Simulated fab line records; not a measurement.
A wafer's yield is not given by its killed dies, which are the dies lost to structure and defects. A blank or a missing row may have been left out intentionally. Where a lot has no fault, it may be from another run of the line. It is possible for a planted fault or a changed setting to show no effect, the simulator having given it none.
fab line records    flow nand-harc
record lots=6  wafers=18  last-day=24
route steps=1159 shown THIN_TSV@1110 END@1158
lots untouched by any fault: they come from a run of this same line in which no faults occurred
start-h: the number of hours between the record's first day and the start of the first shown wafer of the lot    wait-h: hours since the lot's step before    " as in the row above    L1.1+2: a single row standing in for several wafers    - value missing, or start not given    * or withheld: withheld    < > ~ a bound
route shown NAME@n: a module of which the file shows steps, and the number in the route of the first    usual: mean and standard deviation over wafers with no fault    same: alike in all rows    chamber/n: place in a boat    sites: readings site by site    _std_site: the standard deviation of these    _edge_site: inner sites' mean taken away from outer sites' mean    radius-mm: for every site, how far away it sits from the centre of the wafer    mask NAME#n: copy n    behind: the most recent tool/chamber to have shaped the wafer    hold: cause of the lot's hold/its duration in hours/its outcome    device: names the non-switching transistor (n, p or np)    end of line: tests of these same wafers at the route's end    a step without rows: its recipe alone    killed: count of dies lost to structure and defects at first sort (not the wafer's yield)    map: a wafer's dies, x killed, . not, _ none there
set.NAME: setting as actually run; set.NAME@STEP: the setting as run at that earlier step    model.NAME: the simulator's own value behind a step, which no gauge read
a table for each step, a row for each wafer; lots at some steps of the route
services: a tool's chamber out of use, with start hour (start-h, from the record's first day; less than 0 if before it), hours out, and reason
## steps
# step NHARC_THIN_TSV_COAT_06
# recipe spin-rpm=*
# step NHARC_THIN_TSV_SOFTBAKE_07
# recipe temp-c=122  time-s=95
# step NHARC_THIN_TSV_EBR_08
# step NHARC_THIN_TSV_EXPOSE_09
# recipe na=0.55  dose-mj=30.7  mask-id=TSV
# step NHARC_THIN_TSV_PEB_10
# recipe peb-temp-c=118  peb-time-s=85
# step NHARC_THIN_TSV_DEVELOP_11
# recipe time-s=70
# step NHARC_THIN_TSV_CD_MEAS_12
# recipe target-cd-nm=1000  landing-energy-ev=500
# usual cd-nm=1000.6/2.4
# same landing-energy-ev=500
lot.wafer  tool       chamber  start-h  wait-h  cd-nm
L428.2     cd-sem-03  0        480.77   -       999.5
L428.3     "          0        "        "       1000.5
L428.6     "          0        "        "       1001.6
L427.4     cd-sem-01  0        483.19   -       1001.4
L427.5     "          0        "        "       1002.4
L427.6     "          0        "        "       999.4
L437.1     cd-sem-01  0        503.52   -       1004.0
L437.4     "          0        "        "       1000.0
L437.5     "          0        "        "       1000.3
L438.1     cd-sem-01  0        535.98   -       999.9
L438.4     "          0        "        "       1000.2
L438.6     "          0        "        "       999.7
L444.2     cd-sem-02  0        558.89   -       1001.0
L444.3     "          0        "        "       1000.0
L444.4     "          0        "        "       995.8
L442.2     cd-sem-03  0        567.38   -       1001.4
L442.4     "          0        "        "       1002.4
L442.6     "          0        "        "       996.6
# step NHARC_THIN_TSV_HARDBAKE_13
# recipe temp-c=125  time-s=80
# step NHARC_THIN_TSV_DESCUM_14
# recipe time-s=3  o2-flow-sccm=200  ar-flow-sccm=0  bias-power-w=0  chemistry=O2
# step NHARC_THIN_TSV_ETCH_44
# recipe target-depth-a=15942  time-s=797.1  cf4-flow-sccm=150  o2-flow-sccm=10  ar-flow-sccm=0  rf-w=300  bias-w=800  chemistry=CF4/O2
# step NHARC_THIN_TSV_ETCH_15
# recipe target-depth-a=30000  bosch-target-overetch-cycles=2  bosch-etch-step-s=2.8  bosch-dep-step-s=1.2  bosch-cycles=14
# step NHARC_THIN_TSV_CD_MEAS_16
# usual cd-nm=1000.7/2.8
lot.wafer  tool       chamber  start-h  wait-h  cd-nm
L428.2     cd-sem-01  -        481.73   0.1     998.0
L428.3     "          -        "        "       1001.6
L428.6     "          -        "        "       1000.6
L427.4     cd-sem-03  -        484.15   0.1     1001.1
L427.5     "          -        "        "       1002.2
L427.6     "          -        "        "       999.5
L437.1     cd-sem-03  -        504.51   0.1     1004.2
L437.4     "          -        "        "       999.8
L437.5     "          -        "        "       1001.3
L438.1     cd-sem-03  -        537.42   0.1     1000.3
L438.4     "          -        "        "       1001.7
L438.6     "          -        "        "       999.3
L444.2     cd-sem-01  -        559.85   0.1     1001.3
L444.3     "          -        "        "       1000.7
L444.4     "          -        "        "       994.6
L442.2     cd-sem-01  -        568.34   0.1     1001.0
L442.4     "          -        "        "       1003.3
L442.6     "          -        "        "       996.2
# step NHARC_THIN_TSV_STRIP_45
# recipe power-w=1500  temp-c=250  chemistry=O2
# usual drypump-motor-current-A=5.6/0.47  heater-power-w=356/28
lot.wafer  tool             chamber  start-h  wait-h  drypump-motor-current-A  heater-power-w  rf-hours-counter-h
L428.2     plasma-asher-01  1        481.85   0.1     5.8                      378             5
L428.3     "                0        "        "       4.9                      337             -
L428.6     "                1        "        "       5.8                      396             -
L427.4     plasma-asher-01  0        484.35   0.2     5.0                      333             -
L427.5     "                1        "        "       5.8                      387             -
L427.6     "                0        "        "       5.0                      325             -
L437.1     plasma-asher-02  0        504.63   0.1     6.2                      331             49
L437.4     "                0        "        "       6.2                      320             -
L437.5     "                0        "        "       6.2                      323             -
L438.1     plasma-asher-01  1        537.54   0.1     5.8                      396             24
L438.4     "                0        "        "       4.9                      334             -
L438.6     "                0        "        "       4.9                      331             -
L444.2     plasma-asher-02  1        559.92   0.1     5.8                      376             6
L444.3     "                1        "        "       5.8                      376             -
L444.4     "                0        "        "       6.2                      329             -
L442.2     plasma-asher-01  1        568.46   0.1     5.7                      386             38
L442.4     "                0        "        "       5.0                      332             -
L442.6     "                0        "        "       5.0                      334             -
# step NHARC_THIN_TSV_STRIP_46
# recipe time-s=1200  temp-c=72.5  chemistry=post-etch-residue-remover
# step NHARC_THIN_TSV_DEP_47
# recipe target-thk-a=2000  temp-c=withheld  pressure-torr=6.5  rf-w=900  teos-flow-sccm=161.4  flow-sccm=2650  target-thk-nm=200  gas=O2  material=SiO2
# step NHARC_THIN_TSV_ETCHBACK_48
# recipe target-depth-a=10285  over-etch-frac=0.3  time-s=405.17  ion-energy-ev=250  c4f8-flow-sccm=withheld  ar-flow-sccm=withheld  rf-w=600  bias-w=300  chemistry=C4F8/Ar
# step NHARC_THIN_TSV_STRIP_62
# recipe power-w=1500  temp-c=250  time-s=20  chemistry=N2/H2
# usual drypump-motor-current-A=5.6/0.47  heater-power-w=353/28
lot.wafer  tool             chamber  start-h  wait-h  drypump-motor-current-A  heater-power-w  rf-hours-counter-h
L428.2     plasma-asher-01  0        483.40   -       4.9                      332             6
L428.3     "                0        "        "       4.9                      331             -
L428.6     "                1        "        "       5.8                      396             -
L427.4     plasma-asher-02  1        485.84   -       5.9                      343             -
L427.5     "                0        "        "       6.2                      323             -
L427.6     "                1        "        "       5.9                      350             -
L437.1     plasma-asher-02  0        506.15   -       6.2                      319             49
L437.4     "                0        "        "       6.2                      331             -
L437.5     "                1        "        "       5.8                      344             -
L438.1     plasma-asher-01  0        539.27   -       4.9                      332             26
L438.4     "                1        "        "       5.7                      388             -
L438.6     "                1        "        "       5.7                      384             -
L444.2     plasma-asher-01  0        561.48   -       4.9                      335             36
L444.4     "                0        "        "       4.9                      343             -
L444.3     "                1        "        "       5.8                      377             -
L442.2     plasma-asher-01  0        569.99   -       4.9                      327             39
L442.4     "                0        "        "       4.9                      341             -
L442.6     "                1        "        "       5.8                      385             -
# step NHARC_THIN_TSV_DEGAS_49
# recipe temp-c=300  time-s=120
# step NHARC_THIN_TSV_PRE_CLEAN_50
# recipe time-s=30  temp-c=280  gas=H2/He
# step NHARC_THIN_TSV_PVD_19
# recipe target-thk-a=200  chamber-pressure-pa=5  material=TaN
# usual throttle-valve-pct=30.0/0.73
lot.wafer  tool            chamber  start-h  wait-h  throttle-valve-pct
L428.3     pvd-sputter-01  -        -        -       31.8
L428.2     "               -        "        "       29.5
L428.6     "               -        "        "       31.4
L427.4     pvd-sputter-02  -        -        -       29.1
L427.5     "               -        "        "       30.1
L427.6     "               -        "        "       29.7
L437.4     pvd-sputter-02  -        -        -       30.4
L437.1     "               -        "        "       28.9
L437.5     "               -        "        "       29.9
L438.4     pvd-sputter-03  -        -        -       29.2
L438.1     "               -        "        "       29.8
L438.6     "               -        "        "       29.0
L444.2     pvd-sputter-02  -        -        -       28.9
L444.3     "               -        "        "       30.6
L444.4     "               -        "        "       30.0
L442.2     pvd-sputter-01  -        -        -       30.0
L442.4     "               -        "        "       30.7
L442.6     "               -        "        "       29.4
# step NHARC_THIN_TSV_PVD_51
# recipe target-thk-a=1000  chamber-pressure-pa=5  material=Cu
# usual throttle-valve-pct=30.0/0.75
lot.wafer  tool            chamber  start-h  wait-h  throttle-valve-pct
L428.2     pvd-sputter-01  -        -        -       30.5
L428.3     "               -        "        "       29.6
L428.6     "               -        "        "       30.0
L427.4     pvd-sputter-02  -        -        -       30.5
L427.5     "               -        "        "       29.4
L427.6     "               -        "        "       30.1
L437.4     pvd-sputter-02  -        -        -       29.9
L437.1     "               -        "        "       30.4
L437.5     "               -        "        "       30.0
L438.1     pvd-sputter-03  -        -        -       30.0
L438.4     "               -        "        "       29.1
L438.6     "               -        "        "       30.0
L444.2     pvd-sputter-02  -        -        -       29.9
L444.3     "               -        "        "       29.0
L444.4     "               -        "        "       30.1
L442.4     pvd-sputter-01  -        -        -       29.1
L442.2     "               -        "        "       30.4
L442.6     "               -        "        "       29.4
# step NHARC_THIN_TSV_ECD_20
# recipe target-thk-a=20000  material=Cu
# step NHARC_THIN_TSV_ANNEAL_52
# recipe temp-c=225  time-s=90
# usual wafer_temp_C_max=225.9/0.35
lot.wafer  tool           chamber  start-h  wait-h  wafer_temp_C_max
L428.2     rtp-anneal-02  0        484.78   0.7     225.4
L428.3     "              0        "        "       225.8
L428.6     "              0        "        "       225.9
L427.4     rtp-anneal-01  0        487.47   0.7     226.1
L427.5     "              0        "        "       226.2
L427.6     "              0        "        "       226.4
L437.1     rtp-anneal-02  0        507.50   0.5     225.5
L437.4     "              0        "        "       226.2
L437.5     "              0        "        "       225.4
L438.1     rtp-anneal-02  0        540.81   0.5     225.8
L438.4     "              0        "        "       225.7
L438.6     "              0        "        "       225.6
L444.2     rtp-anneal-02  0        563.04   0.8     225.2
L444.3     "              0        "        "       225.5
L444.4     "              0        "        "       225.4
L442.2     rtp-anneal-02  0        571.40   0.7     225.8
L442.4     "              0        "        "       225.4
L442.6     "              0        "        "       225.7
# step NHARC_THIN_TSV_CMP_21
# recipe t-overpolish-s=30  target-thk-nm=2000
# step NHARC_THIN_TSV_SRD_23
# step NHARC_THIN_TSV_DEGAS_53
# recipe temp-c=300  time-s=60
# usual heater-power-w=481/31
lot.wafer  tool            chamber  start-h  wait-h  heater-power-w
L428.3     pvd-sputter-01  -        485.55   0.1     496
L428.2     "               -        "        "       471
L428.6     "               -        "        "       476
L427.4     pvd-sputter-02  -        488.12   0.1     459
L427.6     "               -        "        "       449
L427.5     "               -        "        "       408
L437.1     pvd-sputter-02  -        508.30   0.1     410
L437.4     "               -        "        "       453
L437.5     "               -        "        "       402
L438.1     pvd-sputter-02  -        541.61   0.1     512
L438.4     "               -        "        "       408
L438.6     "               -        "        "       441
L444.2     pvd-sputter-03  -        563.79   0.1     486
L444.3     "               -        "        "       504
L444.4     "               -        "        "       458
L442.4     pvd-sputter-01  -        572.15   0.1     489
L442.2     "               -        "        "       507
L442.6     "               -        "        "       491
# step NHARC_THIN_TSV_PRE_CLEAN_54
# recipe time-s=30  temp-c=280  gas=H2/He
# step NHARC_THIN_TSV_PVD_55
# recipe target-thk-a=500  material=TiN
# step NHARC_THIN_TSV_PVD_24
# recipe target-thk-a=8000  power-w=withheld  chamber-pressure-pa=withheld  substrate-temp-c=withheld  time-s=withheld  gas=Ar  material=Al
# step NHARC_THIN_TSV_DEHYDRATE_25
# recipe temp-c=150  time-s=120
# step NHARC_THIN_TSV_HMDS_26
# recipe time-s=30
# step NHARC_THIN_TSV_COAT_27
# recipe spin-rpm=*
# step NHARC_THIN_TSV_SOFTBAKE_28
# recipe temp-c=122  time-s=95
# step NHARC_THIN_TSV_EBR_29
# step NHARC_THIN_TSV_EXPOSE_30
# recipe na=0.55  dose-mj=11.47  mask-id=PAD
# step NHARC_THIN_TSV_PEB_31
# recipe peb-temp-c=118  peb-time-s=85
# step NHARC_THIN_TSV_DEVELOP_32
# recipe time-s=70
# step NHARC_THIN_TSV_CD_MEAS_33
# recipe target-cd-nm=5000  landing-energy-ev=500
# usual cd-nm=4999.1/2.3
# same landing-energy-ev=500
lot.wafer  tool       chamber  start-h  wait-h  cd-nm
L428.2     cd-sem-02  0        486.57   -       4996.5
L428.3     "          0        "        "       4996.4
L428.6     "          0        "        "       4998.7
L427.4     cd-sem-03  0        489.17   -       5001.5
L427.5     "          0        "        "       5001.4
L427.6     "          0        "        "       4998.1
L437.1     cd-sem-03  0        509.46   -       4999.7
L437.4     "          0        "        "       4996.7
L437.5     "          0        "        "       4999.6
L438.1     cd-sem-03  0        542.62   -       5000.9
L438.4     "          0        "        "       5001.8
L438.6     "          0        "        "       4998.5
L444.2     cd-sem-03  0        564.94   -       4998.2
L444.3     "          0        "        "       4998.8
L444.4     "          0        "        "       5001.1
L442.2     cd-sem-01  0        573.29   -       4996.8
L442.4     "          0        "        "       5000.3
L442.6     "          0        "        "       4996.6
# step NHARC_THIN_TSV_HARDBAKE_34
# recipe temp-c=125  time-s=80
# step NHARC_THIN_TSV_DESCUM_35
# recipe time-s=3  o2-flow-sccm=200  ar-flow-sccm=0  bias-power-w=0  chemistry=O2
# step NHARC_THIN_TSV_ETCH_59
# recipe target-depth-a=8800  icp-w=900  bias-w=100  Cl2_flow_sccm=60  bcl3-flow-sccm=30  time-s=138.1  chemistry=Cl2/BCl3
# step NHARC_END_WLT_00
# usual VT_DECK1_BOTTOM=0.873/0.0091  VT_DECK1_BOTTOM_INNER=0.873/0.0084  VT_DECK1_MEDIAN_NEAR_BOTTOM=0.874/0.0084  VT_DECK1_MEDIAN_NEAR_BOTTOM_INNER=0.873/0.0085  VT_DECK1_MIDDLE=0.884/0.0075  VT_DECK1_MIDDLE_INNER=0.885/0.0081  VT_DECK1_TOP=0.896/0.0079  VT_DECK1_TOP_INNER=0.895/0.0075
lot.wafer  tool       chamber  start-h  wait-h  hold                       VT_DECK1_BOTTOM  VT_DECK1_BOTTOM_INNER  VT_DECK1_MEDIAN_NEAR_BOTTOM  VT_DECK1_MEDIAN_NEAR_BOTTOM_INNER  VT_DECK1_MIDDLE  VT_DECK1_MIDDLE_INNER  VT_DECK1_TOP  VT_DECK1_TOP_INNER
L428.2     prober-02  -        508.00   16.5    await-dispo/15.9h/release  0.873            0.865                  0.864                        0.863                              0.889            0.888                  0.893         0.905
L428.3     "          -        "        "       await-dispo/0.2h/release   0.879            0.887                  0.884                        0.881                              0.885            0.897                  0.899         0.896
L428.6     "          -        509.96   18.4    await-dispo/0.2h/release   0.881            0.885                  0.888                        0.875                              0.887            0.890                  0.905         0.902
L428.2     prober-02  -        511.11   2.6     await-dispo/0.2h/release   0.872            0.871                  0.871                        0.875                              0.893            0.900                  0.904         0.903
L428.3     "          -        "        "       -                          0.884            0.887                  0.888                        0.889                              0.898            0.884                  0.906         0.900
L428.6     "          -        513.07   2.6     -                          0.890            0.877                  0.886                        0.888                              0.893            0.888                  0.902         0.893
L427.4     prober-02  -        508.41   13.0    await-dispo/0.2h/release   0.877            0.885                  0.881                        0.891                              0.902            0.890                  0.911         0.911
L427.5     "          -        "        "       await-dispo/0.2h/release   0.891            0.883                  0.887                        0.890                              0.898            0.906                  0.908         0.909
L427.6     "          -        "        "       await-dispo/0.2h/release   0.886            0.883                  0.894                        0.888                              0.899            0.904                  0.902         0.910
L427.4     prober-02  -        516.26   7.3     -                          0.892            0.888                  0.885                        0.888                              0.906            0.910                  0.913         0.902
L427.5     "          -        "        "       -                          0.888            0.882                  0.888                        0.885                              0.895            0.896                  0.910         0.912
L427.6     "          -        "        "       -                          0.889            0.890                  0.876                        0.890                              0.895            0.903                  0.910         0.912
L437.1     prober-02  -        522.53   8.2     -                          0.859            0.862                  0.860                        0.861                              0.877            0.877                  0.893         0.883
L437.4     "          -        524.01   9.7     -                          0.867            0.864                  0.864                        0.865                              0.873            0.876                  0.893         0.895
L437.5     "          -        "        "       -                          0.866            0.871                  0.865                        0.865                              0.878            0.879                  0.891         0.888
L438.1     prober-01  -        549.20   0.0     -                          0.878            0.882                  0.878                        0.866                              0.892            0.885                  0.905         0.895
L438.4     "          -        550.70   1.5     -                          0.876            0.878                  0.876                        0.887                              0.888            0.886                  0.894         0.895
L438.6     "          -        551.70   2.5     -                          0.876            0.868                  0.869                        0.880                              0.895            0.897                  0.902         0.889
L444.2     prober-01  -        571.36   0.5     -                          0.875            0.869                  0.870                        0.872                              0.885            0.874                  0.889         0.893
L444.3     "          -        "        "       -                          0.878            0.877                  0.870                        0.870                              0.881            0.887                  0.899         0.887
L444.4     "          -        "        "       -                          0.869            0.881                  0.877                        0.871                              0.885            0.888                  0.902         0.899
L442.2     prober-02  -        579.49   0.6     -                          0.868            0.875                  0.864                        0.867                              0.885            0.883                  0.884         0.893
L442.4     "          -        580.50   1.6     -                          0.875            0.877                  0.877                        0.867                              0.876            0.881                  0.891         0.887
L442.6     "          -        581.50   2.6     -                          0.875            0.872                  0.868                        0.871                              0.874            0.880                  0.888         0.890
# step NHARC_END_SORT_01
# recipe temp-c=25
# usual defect-limited-yield=95.3/1.6  killed-at-array=27/11  killed-at-other=0.7/1.1  killed-at-periphery=3.6/2.4  killed-dies=32/11  killed-open=3.3/1.8  killed-short=2.1/1.5  sort_bin_2_pct=1.4/0.64  sort_bin_3_pct=0.29/0.22  sort_bin_4_pct=3.0/1.1  sort-n-pass=645/11  sort-rim-yield-pct=95/3.5  sort-yield-pct=95.3/1.6
# same gross-dies=677  sort_bin_5_pct[%]=0  sort_bin_6_pct[%]=0  sort_bin_7_pct[%]=0  sort_bin_8_pct[%]=0  sort-rim-n-gross=106.00
lot.wafer  tool       chamber  start-h  wait-h  hold                      defect-limited-yield[%]  killed-at-array  killed-at-other  killed-at-periphery  killed-dies  killed-open  killed-short  sort_bin_2_pct[%]  sort_bin_3_pct[%]  sort_bin_4_pct[%]  sort-n-pass  sort-rim-yield-pct[%]  sort-yield-pct[%]
L428.2     prober-02  0        516.84   5.2     await-dispo/3.4h/release  95.1                     26               2                5                    33           3            0             1.3                0.30               3.2                644          92                     95.1
L428.3     prober-02  0        517.64   5.5     await-dispo/3.4h/release  86.7                     39               50               1                    90           0            1             5.2                2.81               5.3                587          84                     86.7
L428.6     prober-02  0        520.04   6.5     await-dispo/3.4h/release  94.1                     35               1                4                    40           3            4             1.8                0.44               3.7                637          98                     94.1
L437.1     prober-02  0        525.49   2.5     -                         91.1                     55               1                4                    60           3            2             2.5                0.15               6.2                617          97                     91.1
L437.4     prober-02  0        527.87   3.4     -                         92.0                     49               2                3                    54           6            6             2.4                0.15               5.5                623          85                     92.0
L437.5     prober-02  0        528.66   3.7     -                         92.0                     51               2                1                    54           2            1             1.6                0.44               5.9                623          98                     92.0
L427.4     prober-02  0        526.06   9.3     await-dispo/4.1h/release  89.8                     22               46               1                    69           5            0             4.0                3.10               3.1                608          81                     89.8
L427.5     prober-02  0        526.86   9.6     await-dispo/4.1h/release  94.7                     33               0                3                    36           4            3             2.1                0.15               3.1                641          98                     94.7
L427.6     prober-02  0        527.67   9.9     await-dispo/4.1h/release  89.2                     19               51               3                    73           5            0             3.8                3.25               3.7                604          80                     89.2
L438.1     prober-01  0        552.20   2.5     -                         95.9                     26               1                1                    28           9            2             0.7                0                  3.4                649          95                     95.9
L438.4     prober-01  0        554.58   3.4     -                         97.3                     16               0                2                    18           2            3             0.9                0.15               1.6                659          97                     97.3
L438.6     prober-01  0        556.17   4.0     -                         96.9                     18               1                2                    21           4            2             0.3                0.30               2.5                656          98                     96.9
L444.2     prober-01  0        574.63   2.8     -                         94.1                     36               0                4                    40           2            2             1.3                0.59               4.0                637          99                     94.1
L444.3     prober-01  0        575.42   3.1     -                         95.6                     26               1                3                    30           1            2             0.9                0.30               3.2                647          95                     95.6
L444.4     prober-01  0        576.21   3.4     -                         95.9                     26               0                2                    28           3            1             1.8                0.30               2.1                649          95                     95.9
L442.2     prober-02  0        582.82   2.8     -                         96.0                     26               0                1                    27           0            1             0.9                0.44               2.7                650          93                     96.0
L442.4     prober-02  0        584.45   3.5     -                         93.8                     37               0                5                    42           3            3             1.8                0.59               3.8                635          99                     93.8
L442.6     prober-02  0        586.09   4.1     -                         94.7                     33               1                2                    36           5            3             0.9                0.30               4.1                641          91                     94.7
# killed by level:class
L428.2 A_CHANNEL_HOLE_D1:chamber-film-flake=13 A_SLIT:chamber-film-flake=6 A_STAIRCASE:chamber-film-flake=4 P_GATE:chamber-film-flake=2 A_CONTACT:chamber-film-flake=2 THIN_TSV:chamber-film-flake=2 P_GATE:geometric-particle:open=1 P_CONTACT:geometric-particle:open=1
L428.3 THIN_TSV:unspecified=50 A_CHANNEL_HOLE_D1:chamber-film-flake=17 A_SLIT:chamber-film-flake=11 A_CONTACT:chamber-film-flake=4 A_ZERO_WELL:chamber-film-flake=3 A_STAIRCASE:chamber-film-flake=3 A_CHANNEL_FILL_D1:geometric-particle:short=1 P_ZERO_WELL:chamber-film-flake=1
L428.6 A_CHANNEL_HOLE_D1:chamber-film-flake=16 A_SLIT:chamber-film-flake=10 A_CONTACT:chamber-film-flake=3 A_WL_FILL:geometric-particle:short=2 P_ZERO_WELL:chamber-film-flake=2 P_CONTACT:geometric-particle:open=1 P_M0:geometric-particle:short=1 A_ONON_D1:geometric-particle:open=1
L437.1 A_CHANNEL_HOLE_D1:chamber-film-flake=22 A_SLIT:chamber-film-flake=17 A_STAIRCASE:chamber-film-flake=9 P_ZERO_WELL:chamber-film-flake=3 A_ONON_D1:geometric-particle:open=2 P_STI:geometric-particle:short=1 A_CHANNEL_FILL_D1:geometric-particle:open=1 A_WL_FILL:geometric-particle:short=1
L427.4 THIN_TSV:unspecified=46 A_CHANNEL_HOLE_D1:chamber-film-flake=10 A_CONTACT:chamber-film-flake=5 A_CONTACT:geometric-particle:open=3 A_STAIRCASE:chamber-film-flake=3 P_BONDPAD:geometric-particle:open=1 A_CHANNEL_FILL_D1:geometric-particle:open=1
L427.5 A_CHANNEL_HOLE_D1:chamber-film-flake=20 A_STAIRCASE:chamber-film-flake=4 A_CONTACT:geometric-particle:open=3 A_CONTACT:chamber-film-flake=3 P_M0:geometric-particle:short=1 P_M0:geometric-particle:open=1 A_SOURCE_PLATE:geometric-particle:short=1 A_WL_FILL:geometric-particle:short=1
L427.6 THIN_TSV:unspecified=51 A_CHANNEL_HOLE_D1:chamber-film-flake=12 A_STAIRCASE:chamber-film-flake=2 A_CONTACT:chamber-film-flake=2 P_CONTACT:geometric-particle:open=1 P_M0:geometric-particle:open=1 A_ONON_D1:geometric-particle:open=1 A_CHANNEL_FILL_D1:geometric-particle:open=1
L437.4 A_CHANNEL_HOLE_D1:chamber-film-flake=19 A_SLIT:chamber-film-flake=10 A_STAIRCASE:chamber-film-flake=7 A_WL_FILL:geometric-particle:short=3 P_GATE:geometric-particle:open=2 A_ONON_D1:geometric-particle:short=2 A_SGD_CUT:chamber-film-flake=2 THIN_TSV:chamber-film-flake=2
L437.5 A_CHANNEL_HOLE_D1:chamber-film-flake=28 A_SLIT:chamber-film-flake=11 A_STAIRCASE:chamber-film-flake=5 A_SGD_CUT:chamber-film-flake=2 A_CONTACT:chamber-film-flake=2 A_ONON_D1:geometric-particle:open=1 A_SLIT:geometric-particle:open=1 STARTING-WAFER:geometric-particle:short=1
L438.1 A_CONTACT:chamber-film-flake=8 A_CHANNEL_HOLE_D1:chamber-film-flake=6 A_ZERO_WELL:chamber-film-flake=3 A_CONTACT:geometric-particle:open=2 A_BLC:geometric-particle:open=2 A_M0:geometric-particle:open=2 P_M0:geometric-particle:open=1 A_ONON_D1:geometric-particle:short=1
L438.4 A_CONTACT:chamber-film-flake=5 A_CHANNEL_HOLE_D1:chamber-film-flake=4 A_ONON_D1:geometric-particle:short=3 A_ZERO_WELL:chamber-film-flake=3 A_WL_FILL:geometric-particle:open=1 P_STI:chamber-film-flake=1 P_GATE:unspecified:open=1
L438.6 A_CONTACT:chamber-film-flake=7 A_CHANNEL_HOLE_D1:chamber-film-flake=4 A_CONTACT:geometric-particle:open=3 A_ZERO_WELL:chamber-film-flake=3 P_M1:geometric-particle:open=1 A_WL_FILL:geometric-particle:short=1 STARTING-WAFER:geometric-particle:short=1 P_STI:chamber-film-flake=1
L444.2 A_SLIT:chamber-film-flake=24 A_CHANNEL_HOLE_D1:chamber-film-flake=6 P_GATE:chamber-film-flake=3 A_WL_FILL:geometric-particle:short=2 A_SLIT:geometric-particle:open=1 A_WL_FILL:geometric-particle:open=1 P_ZERO_WELL:chamber-film-flake=1 A_ZERO_WELL:chamber-film-flake=1
L444.3 A_SLIT:chamber-film-flake=18 A_CHANNEL_HOLE_D1:chamber-film-flake=4 P_GATE:chamber-film-flake=2 P_GATE:geometric-particle:short=1 A_ONON_D1:geometric-particle:open=1 A_ONON_D1:geometric-particle:short=1 A_STAIRCASE:chamber-film-flake=1 A_WL_FILL:chamber-film-flake=1
L444.4 A_SLIT:chamber-film-flake=12 A_CHANNEL_HOLE_D1:chamber-film-flake=7 P_GATE:chamber-film-flake=2 A_SOURCE_PLATE:geometric-particle:short=1 A_WL_FILL:geometric-particle:open=1 A_CONTACT:geometric-particle:open=1 A_M0:geometric-particle:open=1 A_ZERO_WELL:chamber-film-flake=1
L442.2 A_SLIT:chamber-film-flake=14 A_CHANNEL_HOLE_D1:chamber-film-flake=7 A_CONTACT:chamber-film-flake=2 A_ONON_D1:geometric-particle:short=1 P_GATE:chamber-film-flake=1 A_STAIRCASE:chamber-film-flake=1 A_WL_FILL:chamber-film-flake=1
L442.4 A_SLIT:chamber-film-flake=14 A_CHANNEL_HOLE_D1:chamber-film-flake=9 A_CONTACT:chamber-film-flake=5 A_WL_FILL:chamber-film-flake=3 P_M1:geometric-particle:open=2 A_M1:geometric-particle:short=2 P_M0:chamber-film-flake=2 A_SGD_CUT:geometric-particle:short=1
L442.6 A_SLIT:chamber-film-flake=10 A_CONTACT:chamber-film-flake=7 A_CHANNEL_HOLE_D1:chamber-film-flake=3 A_WL_FILL:chamber-film-flake=3 A_M1:chamber-film-flake=3 A_CONTACT:geometric-particle:open=2 P_GATE:geometric-particle:short=1 A_ONON_D1:geometric-particle:short=1
# map L427.6 (x killed, . not)
____________.____________
_________...x..._________
_______..........._______
______.............______
_____.........x....._____
____.................____
____..........x......____
___...................___
___.................xx___
__...................xx__
__..................xxx__
_..................xxxxx_
_...................xxxx_
_.................xxxxxx_
_.................xxxxxx_
_..................xxxxx_
.....................xxxx
....................xxxxx
.......x.............xxxx
...xx.............x.x.xxx
x.xx............x......x.
_xx....................._
_......................._
_xx....................._
_x.........x............_
_x......................_
__.....................__
__x....................__
___...................___
___......x............___
____.................____
____.................____
_____......x.......x_____
______.............______
_______..........._______
_________......._________
____________.____________
# map L428.3 (x killed, . not)
____________.____________
_________.....x._________
_______..........._______
______.............______
_____..............._____
____.................____
____.....x..........x____
___.................x.___
___.........x......x.x___
__..................xxx__
__...x.............xxxx__
_.....x.........x...xxxx_
_.....x..x.........xxxxx_
_..................xxxxx_
_....x.............xxxxx_
_.x..xx.............xxxx_
......x.............xxxxx
.....xx...........x.xxxxx
......x..............x.xx
....x................x.x.
.........................
_......................._
_......................._
_......................._
_......................._
_............x..x....xx._
__............xx.......__
__........x...........x__
___..........x..xx....___
___..........xx.x.....___
____.........x.x.x...____
____...........xx....____
_____.x....x........_____
______.......x.....______
_______.......x..._______
_________......._________
____________.____________
## services
tool             chamber  start-h  hours  kind
plasma-asher-01  0        462.03   -      clean
plasma-asher-01  1        462.03   -      clean
pvd-sputter-03   -        498.34   10.0   pm
pvd-sputter-01   -        514.00   10.0   pm
pvd-sputter-02   -        533.30   3.0    repair
plasma-asher-02  -        537.00   9.0    pm
plasma-asher-02  0        537.00   9.0    vent-cycle
plasma-asher-02  1        537.00   9.0    vent-cycle
plasma-asher-02  0        546.00   -      clean
plasma-asher-02  1        546.00   -      clean
pvd-sputter-02   -        570.07   10.0   pm
## key
first-sign step=NHARC_END_SORT_01  reading=killed-at-other  direction=up  sigmas=45  usual=0.7  struck=49
effect step=NHARC_END_SORT_01  reading=defect-limited-yield  direction=down  sigmas=4.1  usual=95.3  struck=88.6
more-kills-born-at NHARC_THIN_TSV_STRIP_45@plasma-asher-01=147
met-at NHARC_THIN_TSV_STRIP_45
struck-wafers L427.4,L427.6,L428.3
fault kind=chamber-particle-source  tool=plasma-asher-01  chamber=0  onset-h=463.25  steps=NHARC_THIN_TSV_STRIP_45  rate-per-visit-cm2=1.4339  end-h=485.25
